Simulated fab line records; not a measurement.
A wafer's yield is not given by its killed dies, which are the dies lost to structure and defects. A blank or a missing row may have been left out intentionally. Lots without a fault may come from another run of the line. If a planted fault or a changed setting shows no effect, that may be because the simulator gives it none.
fab line records	flow n5Finfet	part 1 of 2: steps 1 to 3 of 6
[record] lots = 23	wafers = 69	lastDay = 18
route steps=1938 shown BEOL_M8@1353 BEOL_M9@1421
lots that met no fault: taken from a fault-free run of the same line
startH: hours from the record's first day to the start of the lot's first wafer shown	waitH: time in hours since the lot's previous step	" unchanged from the row above	L1.1+2: a single row standing in for several wafers	- no value, or no start given	* or withheld: withheld	< > ~ a bound
route shown NAME@n: NAME is a module with steps in the file, n the number in the route of the first one	usual: average and standard deviation across the fault-free wafers	same: alike in all rows	chamber/n: place in a boat	sites: per-site readings	_std_site: the values' standard deviation	_edge_site: mean of outer sites minus mean of inner sites	radiusMm: for every site, how far away it sits from the centre of the wafer	mask NAME#n: copy n	behind: tool/chamber where the wafer was last shaped	hold: why the lot went on hold/how many hours it stayed there/how the hold came to an end	device: the transistor (n, p or np) that didn't switch	end of line: the route-end tests of the same wafers	a step with no rows: only its recipe	killed: dies lost to structure and defects at the first sort, not the wafer's yield	map: shows each die of a wafer: x if killed, . if not, _ if none is there
set.NAME: the setting the step ran with; set.NAME@STEP: the setting that earlier step ran with	model.NAME: the simulator's own value behind a step, which no gauge read
steps of the route over a sample of lots; a table a step, a row a wafer
services: from which hour (startH, from the record's first day; less than 0 if before it) a tool's chamber was out of use, for how many hours, and why
[[steps]]
[step N5_BEOL_M8_HM_OPEN_17]
[recipe] chemistry = Cl2/BCl3	targetDepthA = 200	overetchA = 60	target = TiN	maskMaterial = SOC	ionEnergyEv = 150	pressureMtorr = 10	icpW = 1000	biasW = 126	Cl2_flow_sccm = 53.25	bcl3FlowSccm = 21.75	Ar_flow_sccm = 25
[usual] drypumpMotorCurrentA = 5.64/0.26	heBacksideLeakSccm = 3.5/0.4	oesProductAu = 0.71/0.087	throttleValvePct = 22.37/0.22
lot.wafer	tool	chamber	startH	waitH	drypumpMotorCurrentA	heBacksideLeakSccm	oesProductAu	rfHoursCounterH	throttleValvePct
L075.1	rieMetal-02	0	209.33	0.0	5.28	3.3	0.53	129	22.43
L075.2	"	1	"	"	5.79	3.5	0.79	6	22.29
L075.4	"	0	"	"	5.27	3.4	0.52	-	22.45
L077.2	rieMetal-03	0	215.84	0.0	5.96	3.4	0.53	122	22.60
L077.5	"	1	"	"	5.48	3.6	0.63	-	22.29
L077.6	"	0	"	"	5.97	3.4	0.53	-	22.61
L076.2	rieMetal-03	1	229.62	0.0	5.44	3.8	0.64	49	22.30
L076.3	"	1	"	"	5.45	6.6	0.64	-	22.29
L076.4	"	0	"	"	6.00	3.2	0.53	-	22.61
L081.2	rieMetal-02	1	233.68	0.1	5.79	3.8	0.77	-	22.30
L081.3	"	1	"	"	5.80	3.6	0.78	-	22.30
L081.5	"	1	"	"	5.79	3.7	0.78	-	22.29
L079.3	rieMetal-03	0	236.75	0.1	5.99	3.4	0.53	-	22.60
L079.4	"	1	"	"	5.46	3.6	0.64	-	22.29
L079.6	"	1	"	"	5.45	3.6	0.64	-	22.31
L080.1	rieMetal-03	0	237.32	0.0	5.98	3.4	0.52	124	22.62
L080.3	"	0	"	"	5.98	3.4	0.53	-	22.62
L080.4	"	1	"	"	5.47	3.3	0.64	-	22.27
L082.3	rieMetal-01	0	263.91	0.1	5.40	3.4	0.72	-	22.47
L082.4	"	1	"	"	5.84	3.7	0.77	-	22.78
L082.6	"	0	"	"	5.40	3.6	0.71	-	22.47
L078.1	rieMetal-03	1	269.22	0.0	5.46	3.5	0.63	54	22.32
L078.4	"	0	"	"	5.97	3.2	0.85	-	22.29
L078.5	"	0	"	"	5.97	3.1	0.86	-	22.28
L083.4	rieMetal-03	1	272.96	0.1	5.49	3.4	0.62	-	22.31
L083.5	"	1	"	"	5.47	3.6	0.63	-	22.31
L083.6	"	0	"	"	5.95	3.1	0.85	-	22.27
L084.2	rieMetal-02	0	278.60	0.0	5.28	3.1	0.79	3	22.01
L084.4	"	1	"	"	5.81	3.4	0.75	-	22.31
L084.6	"	0	"	"	5.27	3.1	0.79	-	22.02
L085.1	rieMetal-01	0	287.20	0.0	5.38	3.6	0.71	21	22.49
L085.2	"	1	"	"	5.81	3.5	0.76	12	22.80
L085.6	"	1	"	"	5.84	3.6	0.76	-	22.79
L086.2	rieMetal-02	0	290.41	0.0	5.29	3.4	0.78	5	22.02
L086.5	"	0	"	"	5.28	3.3	0.77	-	22.03
L086.6	"	1	"	"	5.81	3.5	0.75	-	22.31
L088.1	rieMetal-02	1	302.59	0.2	5.77	3.5	0.74	16	22.32
L088.2	"	0	"	"	5.28	3.2	0.77	6	22.02
L088.3	"	1	"	"	5.79	3.5	0.75	-	22.31
L087.2	rieMetal-02	0	308.31	0.0	5.27	4.6	0.77	7	22.02
L087.3	"	0	"	"	5.28	3.2	0.76	-	22.03
L087.6	"	0	"	"	5.26	3.3	0.77	-	22.02
L090.1	rieMetal-03	0	317.20	0.0	6.00	3.1	0.83	3	22.28
L090.3	"	1	"	"	5.49	3.5	0.62	-	22.31
L090.5	"	1	"	"	5.43	3.5	0.63	-	22.31
L089.2	rieMetal-02	1	325.66	0.0	5.75	3.7	0.72	18	22.34
L089.4	"	1	"	"	5.80	3.8	0.73	-	22.34
L089.6	"	1	"	"	5.79	3.8	0.72	-	22.33
L091.1	rieMetal-02	0	335.40	0.0	5.28	3.1	0.77	9	22.03
L091.2	"	1	"	"	5.80	3.6	0.73	19	22.35
L091.4	"	1	"	"	5.81	3.7	0.73	-	22.33
L092.1	rieMetal-01	1	341.75	0.0	5.87	3.5	0.74	17	22.81
L092.3	"	0	"	"	5.40	3.5	0.69	-	22.51
L092.4	"	1	"	"	5.86	3.4	0.74	-	22.79
L095.1	rieMetal-02	1	344.52	0.0	5.81	3.6	0.72	20	22.33
L095.2	"	0	"	"	5.28	3.4	0.74	11	22.03
L095.4	"	0	"	"	5.29	3.2	0.75	-	22.03
L093.1	rieMetal-03	0	345.57	0.0	6.00	3.0	0.80	6	22.28
L093.5	"	1	"	"	5.48	3.3	0.61	-	22.34
L093.6	"	0	"	"	5.99	3.2	0.82	-	22.28
L094.2	rieMetal-03	0	347.60	0.0	6.00	3.3	0.81	6	22.29
L094.3	"	1	"	"	5.47	3.4	0.62	-	22.31
L094.5	"	0	"	"	5.99	3.2	0.81	-	22.30
L097.2	rieMetal-01	1	350.87	0.0	5.85	3.5	0.76	17	22.78
L097.4	"	0	"	"	5.39	3.4	0.70	-	22.48
L097.5	"	1	"	"	5.85	3.4	0.75	-	22.80
L096.4	rieMetal-01	1	355.95	0.1	5.85	3.4	0.75	-	22.77
L096.5	"	0	"	"	5.39	3.6	0.70	-	22.49
L096.6	"	1	"	"	5.78	3.3	0.74	-	22.79
[step N5_BEOL_M9_STRIP_67]
[recipe] chemistry = CF4	resist = SiARC	powerW = 300	biasPowerW = 75	pressureMtorr = 50	cf4FlowSccm = 150	rfFrequencyHz = 6e+07
[usual] drypumpMotorCurrentA = 6.0/0.43	oesProductAu = 0.80/0.084	rfVppV = 271.0/1.4	showerheadPlenumPTorr = 1.79/0.056	throttleValvePct = 13.59/0.23
lot.wafer	tool	chamber	startH	waitH	drypumpMotorCurrentA	oesProductAu	rfHoursCounterH	rfVppV	showerheadPlenumPTorr	throttleValvePct
L075.1	rieDiel-01	0	220.45	0.0	6.2	0.92	19	271.4	1.83	13.25
L075.2	"	2	"	"	6.0	0.72	175	272.9	1.85	13.78
L075.4	"	1	"	"	6.0	0.90	38	270.9	1.77	13.61
L077.2	rieDiel-03	0	224.87	0.0	5.2	0.79	123	271.6	1.81	13.58
L077.5	"	3	"	"	6.4	0.70	-	271.5	1.87	13.82
L077.6	"	0	"	"	5.2	0.78	-	270.1	1.81	13.58
L076.2	rieDiel-03	3	239.27	0.0	6.5	0.70	221	272.1	1.87	13.82
L076.3	"	2	"	"	6.6	0.71	235	271.4	1.77	13.76
L076.4	"	0	"	"	5.3	0.78	127	271.6	1.81	13.58
L081.2	rieDiel-01	2	245.35	0.0	6.0	0.71	181	273.4	1.85	13.81
L081.3	"	1	"	"	6.1	0.88	44	270.3	1.77	13.64
L081.5	"	1	"	"	6.1	0.88	-	269.1	1.77	13.62
L079.3	rieDiel-03	2	246.59	0.0	6.6	0.70	237	270.6	1.77	13.75
L079.4	"	1	"	"	5.9	0.91	-	270.7	1.74	13.27
L079.6	"	2	"	"	6.6	0.70	-	271.0	1.77	13.75
L080.1	rieDiel-02	3	247.65	0.0	5.9	0.73	199	268.5	1.73	13.56
L080.3	"	0	"	"	6.7	0.85	70	271.2	1.83	13.26
L080.4	"	2	"	"	5.7	0.96	6	273.4	1.93	13.61
L082.3	rieDiel-01	3	272.55	0.0	5.9	0.70	224	271.2	1.79	13.83
L082.4	"	2	"	"	6.0	0.71	190	272.0	1.84	13.83
L082.6	"	2	"	"	6.0	0.71	-	274.5	1.84	13.82
L078.1	rieDiel-03	1	276.67	0.0	5.9	0.89	36	270.7	1.74	13.29
L078.4	"	2	"	"	6.6	0.69	-	269.6	1.77	13.79
L078.5	"	0	"	"	5.2	0.78	-	270.1	1.80	13.60
L083.4	rieDiel-01	0	279.87	0.0	6.2	0.88	35	272.4	1.82	13.30
L083.5	"	1	"	"	6.1	0.87	-	271.5	1.77	13.67
L083.6	"	0	"	"	6.2	0.88	-	272.8	1.82	13.30
L084.2	rieDiel-02	1	284.34	0.0	5.7	0.72	190	268.9	1.72	14.06
L084.4	"	0	"	"	6.6	0.83	82	271.3	1.82	13.30
L084.6	"	2	"	"	5.7	0.92	-	272.7	1.93	13.65
L085.1	rieDiel-02	3	299.34	0.0	5.9	0.72	211	269.0	1.72	13.60
L085.2	"	0	"	"	6.6	0.83	86	272.8	1.82	13.30
L085.6	"	0	"	"	6.6	0.82	-	270.8	1.82	13.30
L086.2	rieDiel-01	3	299.82	0.0	5.9	0.70	231	269.4	1.79	13.85
L086.5	"	1	"	"	6.0	0.86	-	269.6	1.77	13.67
L086.6	"	0	"	"	6.2	0.88	-	271.1	1.82	13.33
L088.1	rieDiel-03	3	308.99	0.0	6.4	0.69	239	272.1	1.86	13.86
L088.2	"	1	"	"	5.9	0.87	49	270.7	1.74	13.33
L088.3	"	0	"	"	5.2	0.77	152	271.2	1.80	13.63
L087.2	rieDiel-02	1	317.28	0.0	5.7	0.71	202	269.5	1.72	14.08
L087.3	"	2	"	"	5.7	0.90	30	273.8	1.92	13.67
L087.6	"	3	"	"	5.9	0.72	-	269.3	1.72	13.62
L090.1	rieDiel-03	0	327.43	0.0	5.3	0.76	158	271.7	1.80	13.64
L090.3	"	1	"	"	5.8	0.87	56	272.1	1.73	13.35
L090.5	"	1	"	"	5.8	0.86	-	270.7	1.73	13.35
L089.2	rieDiel-03	3	336.03	0.0	6.4	0.68	249	271.5	1.86	13.91
L089.4	"	0	"	"	5.3	0.76	160	271.6	1.80	13.64
L089.6	"	1	"	"	5.8	0.86	-	269.4	1.73	13.34
L091.1	rieDiel-02	3	341.31	0.0	5.8	0.72	224	270.0	1.72	13.63
L091.2	"	2	"	"	5.7	0.88	38	274.9	1.92	13.66
L091.4	"	0	"	"	6.7	0.81	-	272.2	1.82	13.33
L092.1	rieDiel-03	2	350.73	0.0	6.5	0.91	11	270.4	1.77	13.25
L092.3	"	1	"	"	5.8	0.86	64	270.2	1.73	13.36
L092.4	"	0	"	"	5.2	0.75	-	271.9	1.80	13.66
L095.1	rieDiel-02	1	354.31	0.0	5.7	0.70	210	268.4	1.72	14.11
L095.2	"	0	"	"	6.7	0.80	104	270.5	1.82	13.32
L095.4	"	3	"	"	5.8	0.71	229	268.7	1.72	13.65
L093.1	rieDiel-03	0	354.54	0.0	5.2	0.75	167	271.4	1.79	13.65
L093.5	"	2	"	"	6.6	0.91	-	269.0	1.77	13.28
L093.6	"	1	"	"	5.8	0.86	-	269.9	1.73	13.37
L094.2	rieDiel-03	2	354.84	0.0	6.6	0.91	13	272.1	1.77	13.29
L094.3	"	1	"	"	5.8	0.85	66	271.3	1.73	13.37
L094.5	"	1	"	"	5.8	0.86	-	269.6	1.73	13.37
L097.2	rieDiel-02	2	360.09	0.0	5.7	0.89	45	274.2	1.92	13.71
L097.4	"	3	"	"	5.8	0.72	231	269.1	1.72	13.64
L097.5	"	0	"	"	6.7	0.81	-	271.2	1.82	13.34
L096.4	rieDiel-01	2	363.64	0.0	6.0	0.69	214	271.4	1.84	13.87
L096.5	"	1	"	"	6.0	0.84	-	268.6	1.76	13.70
L096.6	"	2	"	"	6.0	0.69	-	271.3	1.84	13.87
[step N5_BEOL_M9_HM_OPEN_17]
[recipe] chemistry = Cl2/BCl3	targetDepthA = 200	overetchA = 60	target = TiN	maskMaterial = SOC	ionEnergyEv = 150	pressureMtorr = 10	icpW = 1000	biasW = 126	Cl2_flow_sccm = 53.25	bcl3FlowSccm = 21.75	Ar_flow_sccm = 25
[usual] drypumpMotorCurrentA = 5.63/0.26	heBacksideLeakSccm = 3.39/0.19	oesProductAu = 0.73/0.068	throttleValvePct = 22.39/0.23
lot.wafer	tool	chamber	startH	waitH	drypumpMotorCurrentA	heBacksideLeakSccm	oesProductAu	rfHoursCounterH	throttleValvePct
L075.1	rieMetal-01	0	220.49	0.0	5.40	3.31	0.74	15	22.46
L075.2	"	1	"	"	5.85	3.17	0.81	7	22.74
L075.4	"	1	"	"	5.84	3.12	0.80	-	22.77
L077.2	rieMetal-03	1	224.91	0.0	5.45	3.60	0.64	49	22.30
L077.5	"	0	"	"	5.99	3.21	0.54	-	22.59
L077.6	"	1	"	"	5.46	3.72	0.64	-	22.30
L076.2	rieMetal-01	0	239.31	0.0	5.40	3.49	0.71	17	22.48
L076.3	"	0	"	"	5.38	3.38	0.72	-	22.45
L076.4	"	1	"	"	5.86	3.17	0.79	-	22.76
L081.2	rieMetal-01	0	245.39	0.0	5.41	3.49	0.72	17	22.46
L081.3	"	1	"	"	5.83	3.54	0.80	-	22.75
L081.5	"	1	"	"	5.82	3.40	0.79	-	22.77
L079.3	rieMetal-01	0	246.66	0.1	5.40	3.68	0.74	-	22.45
L079.4	"	1	"	"	5.86	3.47	0.79	-	22.75
L079.6	"	1	"	"	5.82	3.62	0.79	-	22.78
L080.1	rieMetal-02	1	247.69	0.0	5.81	3.56	0.77	10	22.31
L080.3	"	0	"	"	5.29	3.19	0.85	-	21.98
L080.4	"	1	"	"	5.79	3.55	0.77	-	22.31
L082.3	rieMetal-03	0	272.62	0.1	5.99	3.10	0.84	-	22.31
L082.4	"	1	"	"	5.49	3.39	0.60	-	22.36
L082.6	"	1	"	"	5.48	3.34	0.62	-	22.32
L078.1	rieMetal-01	1	276.71	0.0	5.86	3.37	0.77	11	22.78
L078.4	"	0	"	"	5.39	3.56	0.70	-	22.48
L078.5	"	1	"	"	5.86	3.32	0.76	-	22.79
L083.4	rieMetal-02	1	279.94	0.1	5.81	3.59	0.74	-	22.31
L083.5	"	1	"	"	5.82	3.59	0.74	-	22.32
L083.6	"	0	"	"	5.29	3.30	0.80	-	22.02
L084.2	rieMetal-03	0	284.38	0.0	5.99	3.23	0.84	2	22.30
L084.4	"	0	"	"	6.00	3.18	0.83	-	22.30
L084.6	"	1	"	"	5.44	3.16	0.61	-	22.35
L085.1	rieMetal-01	1	299.38	0.0	5.84	3.49	0.76	13	22.78
L085.2	"	0	"	"	5.39	3.57	0.72	22	22.45
L085.6	"	0	"	"	5.39	3.42	0.72	-	22.46
L086.2	rieMetal-01	1	299.86	0.0	5.80	3.66	0.76	13	22.79
L086.5	"	0	"	"	5.39	3.47	0.71	-	22.47
L086.6	"	1	"	"	5.85	3.55	0.77	-	22.79
L088.1	rieMetal-02	0	309.03	0.0	5.29	3.09	0.76	7	22.04
L088.2	"	1	"	"	5.81	3.77	0.73	17	22.34
L088.3	"	0	"	"	5.29	3.24	0.76	-	22.03
L087.2	rieMetal-02	0	317.32	0.0	5.27	3.21	0.76	8	22.05
L087.3	"	0	"	"	5.27	3.18	0.75	-	22.04
L087.6	"	1	"	"	5.79	3.43	0.73	-	22.33
L090.1	rieMetal-02	1	327.48	0.0	5.83	3.71	0.72	18	22.32
L090.3	"	0	"	"	5.28	3.14	0.77	-	22.02
L090.5	"	1	"	"	5.82	3.62	0.73	-	22.32
L089.2	rieMetal-02	0	336.07	0.0	5.28	3.23	0.75	9	22.04
L089.4	"	1	"	"	5.81	3.41	0.72	-	22.36
L089.6	"	0	"	"	5.27	3.16	0.74	-	22.05
L091.1	rieMetal-02	1	341.35	0.0	5.80	3.56	0.70	20	22.38
L091.2	"	0	"	"	5.29	3.20	0.73	10	22.03
L091.4	"	0	"	"	5.29	3.21	0.75	-	22.04
L092.1	rieMetal-03	1	350.77	0.0	5.48	3.60	0.62	59	22.32
L092.3	"	0	"	"	5.98	3.12	0.82	-	22.26
L092.4	"	1	"	"	5.49	3.51	0.61	-	22.33
L095.1	rieMetal-02	0	354.35	0.0	5.28	3.08	0.73	11	22.04
L095.2	"	1	"	"	5.80	3.74	0.71	21	22.34
L095.4	"	0	"	"	5.28	3.19	0.73	-	22.05
L093.1	rieMetal-03	1	354.58	0.0	5.47	3.60	0.61	60	22.34
L093.5	"	0	"	"	5.98	3.20	0.79	-	22.29
L093.6	"	1	"	"	5.43	3.34	0.61	-	22.32
L094.2	rieMetal-03	0	354.88	0.0	6.00	3.14	0.80	7	22.30
L094.3	"	0	"	"	5.97	3.18	0.80	-	22.31
L094.5	"	1	"	"	5.48	3.61	0.61	-	22.34
L097.2	rieMetal-01	1	360.13	0.0	5.87	3.39	0.74	18	22.82
L097.4	"	1	"	"	5.87	3.56	0.72	-	22.81
L097.5	"	0	"	"	5.40	3.38	0.67	-	22.51
L096.4	rieMetal-03	0	363.71	0.1	5.99	3.29	0.81	-	22.27
L096.5	"	0	"	"	5.99	3.21	0.81	-	22.26
L096.6	"	1	"	"	5.46	3.45	0.62	-	22.32
